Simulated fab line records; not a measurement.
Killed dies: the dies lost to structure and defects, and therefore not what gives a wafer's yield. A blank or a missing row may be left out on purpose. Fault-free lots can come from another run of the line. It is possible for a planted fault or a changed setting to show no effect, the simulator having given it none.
fab line records	flow n5-finfet
[record] lots = 6	wafers = 18	last-day = 17
route steps=1938 shown DUMMY_REMOVAL@379 HKMG_FIN@385 PASSIVATION@1936
lots that met no fault: from a run of the same line without faults
start-h: hours from the record's opening day to when the first of the lot's shown wafers began	wait-h: hours elapsed since this lot's preceding step	" unchanged from the row above	L1.1+2: several wafers, shown together as one row	- either no value or no given start	* or withheld: withheld	< > ~ a bound
route shown NAME@n: NAME is a module with steps in the file, n the number in the route of the first one	usual: mean and standard deviation over wafers with no fault	same: alike in all rows	chamber/n: place in a boat	sites: per-site readings	_std_site: the values' standard deviation	_edge_site: outer sites' mean less inner sites'	radius-mm: for every site, how far away it sits from the centre of the wafer	mask NAME#n: copy n	behind: tool/chamber where the wafer was last shaped	hold: cause of the lot's hold/its duration in hours/its outcome	device: which transistor (n, p or np) failed to switch	end of line: the route-end tests of the same wafers	a step with no rows: only its recipe	killed: the dies lost at the first sort to structure and to defects; this is not the yield of the wafer	map: shows each die of a wafer: x if killed, . if not, _ if none is there
set.NAME: the setting the step ran with; set.NAME@STEP: the setting that earlier step ran with	model.NAME: the simulator's own value behind a step, which no gauge read
lots at some steps of the route; a table a step, a row a wafer
services: from which hour (start-h, from the record's first day; less than 0 if before it) a tool's chamber was out of use, for how many hours, and why
[[steps]]
[step N5_DUMMY_REMOVAL_PRECLEAN_07]
[recipe] chemistry = dHF	time-s = 30	temp-c = 25	dilution = withheld
[step N5_DUMMY_REMOVAL_DUMMY_REMOVE_02]
[recipe] chemistry = TMAH	temp-c = 70	target = poly-Si	stop-on = SiO2	target-depth-nm = 142	conc-wt-pct = 5	time-s = 57	dry = ipa-marangoni	rinse-time-s = 30	rinse-temp-c = 23
[step N5_DUMMY_REMOVAL_INSPECT_06]
[recipe] inspect-instrument = brightfield	mode = aei
[usual] raw-defect-count = 13/6.8
lot.wafer	tool	chamber	start-h	wait-h	raw-defect-count
L239.2	defect-inspect-01	-	78.35	0.0	6
L239.4	"	-	"	"	5
L239.5	"	-	"	"	13
L240.4	defect-inspect-01	-	84.16	0.0	8
L240.5	"	-	"	"	10
L240.6	"	-	"	"	8
L249.1	defect-inspect-01	-	138.04	0.0	20
L249.2	"	-	"	"	15
L249.3	"	-	"	"	10
L259.1	defect-inspect-02	-	197.67	0.0	12
L259.4	"	-	"	"	14
L259.6	"	-	"	"	8
L260.3	defect-inspect-02	-	201.54	0.0	20
L260.4	"	-	"	"	28
L260.6	"	-	"	"	26
L261.1	defect-inspect-01	-	209.95	0.0	12
L261.4	"	-	"	"	7
L261.5	"	-	"	"	9
[step N5_DUMMY_REMOVAL_PRECLEAN_08]
[recipe] chemistry = NF3:NH3	afs-cycles = 2	temp-c = 30	time-s = 20	sublimation-temp-c = 180	sublimation-time-s = 60	pressure-torr = 3	rf-power-w = 30
[step N5_DUMMY_REMOVAL_PRECLEAN_04]
[recipe] chemistry = DHF	time-s = 37	temp-c = 25	dilution = 500:1
[step N5_DUMMY_REMOVAL_SRD_05]
[recipe] dry = ipa-marangoni	do-ppb = 5	time-s = 30	temp-c = 23	rinse-liquid = diw
[step N5_HKMG_FIN_IL_REGROW_00]
[recipe] material = SiO2	target-thk-a = 7.5	chemistry = O3	temp-c = withheld	time-s = 30
[step N5_HKMG_FIN_HK_ALD_01]
[recipe] material = HfO2	target-thk-a = 16	temp-c = withheld	ald-precursor-family = HfCl4	ald-co-reactant = H2O	pulse-time-s = 3	purge-time-s = 3	co-reactant-purge-time-s = 2.5	co-reactant-pulse-time-s = 0.3	ald-cycles = 30
[usual] precursor-pulse-height-rel = 1.001/0.021
lot.wafer	tool	chamber	start-h	wait-h	precursor-pulse-height-rel
L239.2	ald-hk-02	3	78.71	0.0	0.987
L239.4	"	1	"	"	0.999
L239.5	"	2	"	"	1.005
L240.4	ald-hk-02	2	84.52	0.0	0.980
L240.5	"	2	"	"	1.012
L240.6	"	3	"	"	0.994
L249.1	ald-hk-01	3	138.40	0.0	1.035
L249.2	"	1	"	"	0.980
L249.3	"	2	"	"	0.999
L259.1	ald-hk-03	3	198.03	0.0	0.981
L259.4	"	2	"	"	0.960
L259.6	"	0	"	"	0.980
L260.3	ald-hk-02	2	201.90	0.0	1.045
L260.4	"	3	"	"	0.990
L260.6	"	0	"	"	0.986
L261.1	ald-hk-01	3	210.30	0.0	0.997
L261.4	"	0	"	"	0.986
L261.5	"	2	"	"	0.999
[step N5_HKMG_FIN_HK_ANNEAL_02]
[recipe] temp-c = 700	time-s = 30	ambient = N2	idle-temp-c = 600	ramp-up-c-per-s = 150	ramp-down-c-per-s = 60	cool-to-c = 600
[usual] lamp-power-pct = 8.80/0.056	lamp_zone_2_pct = 8.799/0.01	lamp_zone_5_pct = 8.799/0.011	wafer_temp_C_max = 702.9/0.67
lot.wafer	tool	chamber	start-h	wait-h	lamp-power-pct	lamp_zone_2_pct	lamp_zone_5_pct	wafer_temp_C_max
L239.2	rtp-anneal-02	0	78.97	0.2	8.71	8.803	8.801	703.8
L239.4	"	0	"	"	8.84	8.806	8.787	703.3
L239.5	"	0	"	"	8.88	8.790	8.799	703.4
L240.4	rtp-anneal-02	0	84.80	0.2	8.84	8.815	8.789	703.3
L240.5	"	0	"	"	8.82	8.802	8.809	702.6
L240.6	"	0	"	"	8.84	8.803	8.797	703.6
L249.1	rtp-anneal-01	0	138.59	0.1	8.87	8.812	8.806	702.3
L249.2	"	0	"	"	8.84	8.791	8.799	702.3
L249.3	"	0	"	"	8.77	8.794	8.807	702.9
L259.1	rtp-anneal-01	0	198.22	0.1	8.79	8.792	8.802	702.6
L259.4	"	0	"	"	8.81	8.793	8.811	702.9
L259.6	"	0	"	"	8.79	8.805	8.803	702.5
L260.3	rtp-anneal-02	0	202.14	0.2	8.77	8.798	8.808	702.2
L260.4	"	0	"	"	8.77	8.804	8.793	704.1
L260.6	"	0	"	"	8.74	8.799	8.797	703.6
L261.1	rtp-anneal-01	0	210.49	0.1	8.84	8.793	8.794	704.9
L261.4	"	0	"	"	8.88	8.799	8.794	703.5
L261.5	"	0	"	"	8.72	8.782	8.790	702.4
[step N5_HKMG_FIN_ALD_74]
[recipe] material = La2O3	target-thk-a = 5	temp-c = 250	ald-precursor-family = La-Cp	ald-co-reactant = O3	pulse-time-s = 6	co-reactant-pulse-time-s = 1	purge-time-s = 3	co-reactant-purge-time-s = 3
[usual] heater-power-w = 345/43	precursor-pulse-height-rel = 1.000/0.02
lot.wafer	tool	chamber	start-h	wait-h	heater-power-w	precursor-pulse-height-rel
L239.2	ald-hk-01	1	79.16	0.2	441	0.972
L239.4	"	0	"	"	392	1.027
L239.5	"	3	"	"	325	1.006
L240.4	ald-hk-01	2	84.92	0.1	282	0.993
L240.5	"	1	"	"	430	0.995
L240.6	"	2	"	"	279	0.999
L249.1	ald-hk-02	0	138.80	0.2	326	0.987
L249.2	"	3	"	"	333	1.006
L249.3	"	1	"	"	384	0.991
L259.1	ald-hk-01	1	198.43	0.2	431	0.984
L259.4	"	3	"	"	343	0.992
L259.6	"	2	"	"	289	1.006
L260.3	ald-hk-03	2	202.30	0.1	350	1.005
L260.4	"	1	"	"	303	0.991
L260.6	"	0	"	"	350	0.981
L261.1	ald-hk-02	0	210.71	0.2	314	0.980
L261.4	"	3	"	"	329	1.032
L261.5	"	1	"	"	381	0.988
[step N5_HKMG_FIN_ALD_75]
[recipe] material = Al2O3	target-thk-a = 10	temp-c = 150	ald-precursor-family = TMA	ald-co-reactant = H2O	pulse-time-s = withheld	co-reactant-pulse-time-s = 1
[usual] heater-power-w = 149/19	precursor-pulse-height-rel = 0.999/0.021
lot.wafer	tool	chamber	start-h	wait-h	heater-power-w	precursor-pulse-height-rel
L239.2	ald-hk-01	1	79.23	0.0	187	0.962
L239.4	"	0	"	"	167	1.026
L239.5	"	3	"	"	140	1.021
L240.4	ald-hk-01	2	85.00	0.0	120	0.990
L240.5	"	1	"	"	192	1.021
L240.6	"	2	"	"	120	0.965
L249.1	ald-hk-02	0	138.88	0.0	134	0.985
L249.2	"	3	"	"	139	0.997
L249.3	"	1	"	"	169	1.004
L259.1	ald-hk-01	1	198.51	0.0	187	0.975
L259.4	"	3	"	"	144	0.994
L259.6	"	2	"	"	123	1.013
L260.3	ald-hk-03	2	202.37	0.0	153	1.020
L260.4	"	1	"	"	132	1.032
L260.6	"	0	"	"	153	1.036
L261.1	ald-hk-02	0	210.78	0.0	135	1.006
L261.4	"	3	"	"	142	1.010
L261.5	"	1	"	"	165	1.001
[step N5_HKMG_FIN_COAT_41]
[recipe] resist = SOC	temp-c = 250	time-s = 60	spin-rpm = 1500	resist-thk-nm = 300
[step N5_HKMG_FIN_COAT_42]
[recipe] resist = SiARC	temp-c = 220	time-s = 60	spin-rpm = 1500	resist-thk-nm = 35
[usual] plate-temp-C = 219.96/0.15	spin-speed-rpm = 1500.0/0.96
lot.wafer	tool	chamber	start-h	wait-h	plate-temp-C	spin-speed-rpm	model.SiARC_of_HKMG_FIN_COAT_42.thk-nm
L239.2	litho-track-05	0	79.33	-	219.77	1499.6	35.2
L239.4	"	0	"	"	219.77	1499.7	35
L239.5	"	0	"	"	219.86	1499.5	34.8
L240.4	litho-track-01	0	85.10	-	219.98	1498.9	35
L240.5	"	0	"	"	219.95	1501.2	35.2
L240.6	"	0	"	"	219.96	1499.6	35.2
L249.1	litho-track-05	0	138.98	-	219.89	1501.0	35.2
L249.2	"	0	"	"	219.76	1500.3	35
L249.3	"	0	"	"	219.75	1501.7	35.2
L259.1	litho-track-01	0	198.61	-	219.85	2248.4	28.8
L259.4	"	0	"	"	220.16	2248.1	28.6
L259.6	"	0	"	"	220.02	2246.3	28.6
L260.3	litho-track-01	0	202.48	-	219.76	2249.6	28.6
L260.4	"	0	"	"	220.12	2249.3	28.6
L260.6	"	0	"	"	220.06	2248.9	28.6
L261.1	litho-track-05	0	210.88	-	219.85	1498.9	35
L261.4	"	0	"	"	219.71	1500.5	35.2
L261.5	"	0	"	"	219.84	1502.8	35
[step N5_HKMG_FIN_COAT_43]
[recipe] resist = CAR-ArF	spin-rpm = 1500	resist-thk-nm = 90
[step N5_HKMG_FIN_EBR_45]
[recipe] solvent = PGMEA	ebr-width-mm = 1.5
[step N5_HKMG_FIN_SOFTBAKE_44]
[recipe] temp-c = 110	time-s = 60	resist = CAR-ArF
[step N5_HKMG_FIN_EXPOSE_46]
[recipe] mask-id = NDIPOLE	na = 1.35	source-shape = conventional	sigma-outer = 0.8	polarization = unpolarized	dose-mj = 40
[step N5_HKMG_FIN_PEB_47]
[recipe] peb-temp-c = withheld	peb-time-s = 60	resist = CAR-ArF
[step N5_HKMG_FIN_DEVELOP_48]
[recipe] develop-time-s = 30	developer = TMAH	resist = CAR-ArF	rinse-liquid = diw	dry = air-spin	dev-temp-c = 23
[step N5_HKMG_FIN_CD_MEAS_49]
[recipe] target-cd-nm = 202	landing-energy-ev = 500	detector = se-inlens	polarity = opening
[usual] cd-nm = 202.0/0.78
[same] landing-energy-ev = 500
lot.wafer	tool	chamber	start-h	wait-h	cd-nm
L239.2	cd-sem-02	0	79.70	-	200.9
L239.4	"	0	"	"	201.5
L239.5	"	0	"	"	201.7
L240.4	cd-sem-02	0	85.47	-	202.1
L240.5	"	0	"	"	202.6
L240.6	"	0	"	"	202.7
L249.1	cd-sem-03	0	139.22	-	203.2
L249.2	"	0	"	"	204.0
L249.3	"	0	"	"	203.0
L259.1	cd-sem-01	0	198.97	-	201.5
L259.4	"	0	"	"	201.8
L259.6	"	0	"	"	201.2
L260.3	cd-sem-02	0	202.84	-	202.7
L260.4	"	0	"	"	203.1
L260.6	"	0	"	"	202.4
L261.1	cd-sem-03	0	211.25	-	202.2
L261.4	"	0	"	"	201.9
L261.5	"	0	"	"	202.2
[step N5_HKMG_FIN_OVL_MEAS_50]
[recipe] points-per-wafer = 44
[usual] NDIPOLE_OVL = 0.0/0.76
lot.wafer	tool	chamber	start-h	wait-h	NDIPOLE_OVL[nm]
L239.2	overlay-01	0	79.73	0.0	-0.8
L239.4	"	0	"	"	-1.5
L239.5	"	0	"	"	0.2
L240.4	overlay-02	0	85.50	0.0	0.5
L240.5	"	0	"	"	-0.7
L240.6	"	0	"	"	-0.4
L249.1	overlay-01	0	139.25	0.0	-0.6
L249.2	"	0	"	"	-0.3
L249.3	"	0	"	"	-1.0
L259.1	overlay-02	0	199.01	0.0	1.1
L259.4	"	0	"	"	0.3
L259.6	"	0	"	"	1.1
L260.3	overlay-02	0	202.87	0.0	-0.3
L260.4	"	0	"	"	-0.3
L260.6	"	0	"	"	0.0
L261.1	overlay-01	0	211.28	0.0	0.6
L261.4	"	0	"	"	0.1
L261.5	"	0	"	"	1.0
[step N5_HKMG_FIN_INSPECT_61]
[recipe] mode = adi	inspect-instrument = macro
[usual] raw-defect-count = 2.0/1.3
lot.wafer	tool	chamber	start-h	wait-h	raw-defect-count
L239.2	defect-inspect-02	-	79.75	0.0	1
L239.4	"	-	"	"	3
L239.5	"	-	"	"	2
L240.4	defect-inspect-01	-	85.52	0.0	1
L240.5	"	-	"	"	0
L240.6	"	-	"	"	2
L249.1	defect-inspect-01	-	139.27	0.0	1
L249.2	"	-	"	"	3
L249.3	"	-	"	"	7
L259.1	defect-inspect-02	-	199.03	0.0	1
L259.4	"	-	"	"	1
L259.6	"	-	"	"	1
L260.3	defect-inspect-01	-	202.89	0.0	2
L260.4	"	-	"	"	1
L260.6	"	-	"	"	1
L261.1	defect-inspect-02	-	211.30	0.0	4
L261.4	"	-	"	"	1
L261.5	"	-	"	"	2
[step N5_HKMG_FIN_DESCUM_53]
[recipe] chemistry = O2	time-s = 7.9	source-power-w = 50	bias-power-w = 20	pressure-mtorr = 20	rf-frequency-hz = 2.712e+07	temp-c = 40	resist = CAR-ArF	o2-flow-sccm = 225
[usual] drypump-motor-current-A = 5.7/0.4	oes-product-au = 0.81/0.091	rf-vpp-V = 243.3/1.4	showerhead-plenum-p-Torr = 2.10/0.064	throttle-valve-pct = 20.40/0.22
lot.wafer	tool	chamber	start-h	wait-h	drypump-motor-current-A	oes-product-au	rf-hours-counter-h	rf-vpp-V	showerhead-plenum-p-Torr	throttle-valve-pct
L239.2	rie-diel-05	1	79.96	0.2	5.5	0.77	159	242.0	2.07	20.65
L239.4	"	1	"	"	5.5	0.77	-	242.1	2.07	20.65
L239.5	"	1	"	"	5.5	0.78	-	242.5	2.07	20.64
L240.4	rie-diel-01	3	85.55	0.0	5.2	0.93	15	242.2	2.06	20.51
L240.5	"	2	"	"	5.8	0.74	-	242.9	2.07	20.73
L240.6	"	1	"	"	5.6	0.99	-	246.3	2.13	19.86
L249.1	rie-diel-05	3	139.76	0.5	5.6	0.74	178	243.0	2.08	20.48
L249.2	"	1	"	"	5.5	0.73	184	243.4	2.06	20.69
L249.3	"	0	"	"	5.6	0.83	52	245.7	2.22	20.11
L259.1	rie-diel-03	2	199.11	0.1	5.9	0.87	41	242.4	2.05	20.44
L259.4	"	1	"	"	6.7	0.91	-	242.3	2.06	20.42
L259.6	"	3	"	"	5.6	0.83	-	245.1	2.19	20.38
L260.3	rie-diel-05	3	202.93	0.0	5.6	0.72	200	243.2	2.07	20.50
L260.4	"	0	"	"	5.6	0.81	74	244.0	2.21	20.14
L260.6	"	0	"	"	5.6	0.81	-	246.1	2.21	20.14
L261.1	rie-diel-01	2	211.37	0.1	5.8	0.70	238	242.7	2.05	20.82
L261.4	"	3	"	"	5.2	0.84	62	243.9	2.05	20.56
L261.5	"	2	"	"	5.8	0.69	-	242.3	2.05	20.83
[step N5_HKMG_FIN_ETCH_54]
[recipe] chemistry = CF4	target = SiARC	target-depth-a = 455	mask-material = CAR-ArF	time-s = 75.8	ion-energy-ev = 80	pressure-mtorr = 40	source-w = 545	bias-w = 36	Ar_flow_sccm = 100	cf4-flow-sccm = 100	ends = cleared
[usual] drypump-motor-current-A = 5.7/0.4	etch-rf-on-time-s = 75.5/1.9	oes-product-au = 0.69/0.078	rf-vpp-V = 184.2/1.1	showerhead-plenum-p-Torr = 2.15/0.063	throttle-valve-pct = 15.59/0.28
lot.wafer	tool	chamber	start-h	wait-h	drypump-motor-current-A	etch-rf-on-time-s	oes-product-au	rf-hours-counter-h	rf-vpp-V	showerhead-plenum-p-Torr	throttle-valve-pct	model.etch.depth-nm	model.CAR-ArF_of_HKMG_FIN_COAT_43.thk-nm
L239.2	rie-diel-05	1	80.01	0.0	5.5	76.2	0.65	159	185.1	2.15	16.06	35.16	50.6
L239.4	"	1	"	"	5.5	76.0	0.66	-	184.7	2.15	16.06	35.07	50.8
L239.5	"	1	"	"	5.5	75.9	0.65	-	184.6	2.15	16.06	34.9	51.2
L240.4	rie-diel-01	3	85.59	0.0	5.2	75.5	0.78	15	182.3	2.09	15.47	35.08	50.6
L240.5	"	2	"	"	5.8	76.3	0.62	-	183.4	2.12	15.97	35.13	50.4
L240.6	"	1	"	"	5.6	70.8	0.85	-	184.7	2.18	15.14	35.12	50.6
L249.1	rie-diel-05	3	139.80	0.0	5.6	75.4	0.63	178	184.6	2.14	15.71	35.1	51
L249.2	"	1	"	"	5.5	76.0	0.63	184	182.9	2.15	16.11	35.05	51
L249.3	"	0	"	"	5.6	78.3	0.71	52	185.8	2.24	15.13	35.11	51
L259.1	rie-diel-03	2	199.14	0.0	6.0	60.8	0.75	41	184.8	2.09	15.51	28.7	57
L259.4	"	1	"	"	6.7	60.0	0.80	-	185.3	2.10	15.45	28.62	56.8
L259.6	"	3	"	"	5.6	62.4	0.70	-	185.9	2.24	15.61	28.65	57
L260.3	rie-diel-05	3	202.96	0.0	5.6	61.9	0.62	200	184.8	2.13	15.73	28.58	56.8
L260.4	"	0	"	"	5.5	63.0	0.70	74	185.8	2.23	15.17	28.58	57
L260.6	"	0	"	"	5.5	63.5	0.69	-	185.9	2.23	15.17	28.61	57
L261.1	rie-diel-01	2	211.40	0.0	5.8	75.9	0.59	239	182.9	2.11	16.08	34.95	51
L261.4	"	3	"	"	5.2	75.3	0.71	62	184.0	2.08	15.57	35.1	50.8
L261.5	"	2	"	"	5.8	76.9	0.58	-	183.1	2.11	16.07	35.03	51
[step N5_HKMG_FIN_ETCH_55]
[recipe] chemistry = N2/H2	target = SOC	target-depth-a = 2400	temp-c = 40	time-s = 300	ion-energy-ev = 200	mask-material = SiARC	pressure-mtorr = 30	source-w = 840	bias-w = 150	n2-flow-sccm = 200	h2-flow-sccm = 200
[usual] drypump-motor-current-A = 5.7/0.4	oes-product-au = 0.81/0.093	rf-vpp-V = 524.0/2.4	showerhead-plenum-p-Torr = 2.55/0.086	throttle-valve-pct = 17.83/0.29
lot.wafer	tool	chamber	start-h	wait-h	drypump-motor-current-A	oes-product-au	rf-hours-counter-h	rf-vpp-V	showerhead-plenum-p-Torr	throttle-valve-pct	model.SiARC_of_HKMG_FIN_COAT_42.thk-nm
L239.2	rie-diel-05	1	80.09	0.1	5.5	0.76	159	524.5	2.53	18.11	21.4
L239.4	"	1	"	"	5.5	0.77	-	524.4	2.53	18.13	21.4
L239.5	"	1	"	"	5.5	0.77	-	522.6	2.53	18.13	21
L240.4	rie-diel-01	3	85.64	0.0	5.2	0.92	15	522.5	2.49	17.71	20.8
L240.5	"	2	"	"	5.8	0.73	-	523.6	2.54	18.39	21.4
L240.6	"	1	"	"	5.6	1.01	-	525.6	2.60	17.47	20.4
L249.1	rie-diel-05	3	139.86	0.0	5.6	0.73	178	523.5	2.53	17.93	21.4
L249.2	"	1	"	"	5.5	0.75	184	522.3	2.52	18.15	21.4
L249.3	"	0	"	"	5.6	0.82	52	527.7	2.68	17.36	21.6
L259.1	rie-diel-03	2	199.20	0.0	5.9	0.88	41	522.2	2.47	17.69	14
L259.4	"	1	"	"	6.7	0.92	-	522.3	2.48	17.64	14
L259.6	"	3	"	"	5.6	0.82	-	526.8	2.68	17.95	14.6
L260.3	rie-diel-05	3	203.02	0.0	5.6	0.72	200	522.1	2.52	17.98	14.8
L260.4	"	0	"	"	5.6	0.81	74	528.0	2.67	17.37	14.8
L260.6	"	0	"	"	5.5	0.80	-	529.5	2.67	17.40	15
L261.1	rie-diel-01	2	211.46	0.0	5.8	0.69	239	521.1	2.52	18.46	21.2
L261.4	"	3	"	"	5.2	0.84	62	521.8	2.47	17.80	20.8
L261.5	"	2	"	"	5.8	0.70	-	522.8	2.52	18.47	21.2
[step N5_HKMG_FIN_STRIP_56]
[recipe] chemistry = N2/H2	temp-c = 40	n2-flow-sccm = 200	h2-flow-sccm = 200	rf-frequency-hz = 6e+07
[step N5_PASSIVATION_PROBE_49]
[usual] killed_at_M0_to_M3 = 32/9.7	killed_at_M4_up = 14/5.3	killed-at-contacts = 11/6	killed-at-front-end = 39/14	killed-at-other = 3.3/2.7	killed-dies = 100/17	killed-open = 66/13	killed-short = 32/7.4
[same] gross-dies = 1180	killed-at-back-side = 0
lot.wafer	tool	chamber	start-h	wait-h	killed_at_M0_to_M3	killed_at_M4_up	killed-at-contacts	killed-at-front-end	killed-at-other	killed-dies	killed-open	killed-short
L240.4	prober-02	-	300.43	0.2	43	12	19	24	1	99	68	31
L240.5	prober-02	-	300.48	0.2	40	12	16	23	2	93	66	27
L240.6	prober-02	-	300.53	0.3	40	3	12	26	3	84	59	25
// killed by level:class
L240.4 MOL_CONTACT_COAG:geometric-particle:open=12 BEOL_M3:geometric-particle:open=11 BEOL_M0_SAQP:geometric-particle:short=8 MOL_CONTACT_COAG:geometric-particle:short=7 BEOL_M2:geometric-particle:open=7 BEOL_M0_SAQP:geometric-particle:open=5 BEOL_M1:geometric-particle:open=5 STI_FIN_REVEAL:geometric-particle:open=4
L240.5 MOL_CONTACT_COAG:geometric-particle:open=14 BEOL_M0_SAQP:geometric-particle:short=9 STI_FIN_REVEAL:geometric-particle:open=7 BEOL_M0_SAQP:geometric-particle:open=7 BEOL_M3:geometric-particle:open=7 BEOL_M0:geometric-particle:open=5 BEOL_M1:geometric-particle:open=4 BEOL_M2:geometric-particle:open=4
L240.6 STI_FIN_REVEAL:geometric-particle:open=10 MOL_CONTACT_COAG:geometric-particle:open=10 BEOL_M1:geometric-particle:open=8 BEOL_M0:geometric-particle:open=8 BEOL_M0_SAQP:geometric-particle:short=7 BEOL_M0_SAQP:geometric-particle:open=7 BEOL_M2:geometric-particle:open=4 BEOL_M3:geometric-particle:open=3
[[services]]
tool	chamber	start-h	hours	kind
rie-diel-03	2	57.20	-	clean
rie-diel-03	2	57.20	-	consumable-replace:focus-ring
rie-diel-03	2	57.20	22.6	scheduled-down
rie-diel-03	2	57.20	22.6	vent-cycle
rie-diel-05	0	77.23	7.1	repair
rie-diel-03	1	79.92	-	clean
rie-diel-03	1	79.92	-	consumable-replace:focus-ring
rie-diel-03	1	79.92	18.9	scheduled-down
rie-diel-03	1	79.92	18.9	vent-cycle
rie-diel-01	1	94.09	2.9	repair
rie-diel-05	0	122.16	10.0	repair
rie-diel-03	-	128.90	15.6	pm
ald-hk-03	-	130.22	0.4	repair
ald-hk-03	-	149.17	2.4	repair
litho-track-01	-	161.72	-	consumable-replace:filter
rie-diel-03	0	168.28	7.7	repair
litho-track-01	-	175.14	-	consumable-replace:filter
rie-diel-01	-	178.16	0.7	repair
ald-hk-01	-	181.03	2.8	pm
ald-hk-02	-	187.33	0.7	repair
rie-diel-03	0	190.42	-	clean
rie-diel-03	0	190.42	-	consumable-replace:esc
rie-diel-03	0	190.42	-	consumable-replace:focus-ring
ald-hk-02	-	196.71	2.8	pm
[[key]]
[first-sign] step = N5_HKMG_FIN_COAT_42	reading = spin-speed-rpm	direction = up	sigmas = 99+	usual = *	struck = *
[effect] step = N5_HKMG_FIN_ETCH_54	reading = etch-rf-on-time-s	direction = down	sigmas = 7.3	usual = *	struck = *
[model-effect] step = N5_HKMG_FIN_COAT_42	value = SiARC_of_HKMG_FIN_COAT_42.thk-nm	without = 35.03	struck = 28.63
[model-effect] step = N5_HKMG_FIN_ETCH_54	value = etch.depth-nm	without = 35.04	struck = 28.62
[model-effect] step = N5_HKMG_FIN_ETCH_55	value = SiARC_of_HKMG_FIN_COAT_42.thk-nm	without = 20.93	struck = 14.53
met-at N5_HKMG_FIN_COAT_42
struck-wafers L259.1,L259.4,L259.6,L260.3,L260.4,L260.6
tester-left-out L259,L260
onset-between 85.10 198.61
[fault] kind = process-parameter-drift	tool = litho-track-01	chamber = -	onset-h = 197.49	steps = N5_HKMG_FIN_COAT_42	channel = spin-rpm	offset = *	shape = step	end-h = 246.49	acts-in = *	stated = *
// tester-left-out: of these lots the tester's yield and bins aren't shown, on N5 and GAA mostly nor the transistor test; their killed dies are dies lost to structure and defects alone, not to doping, threshold or leakage, so they don't give the yield
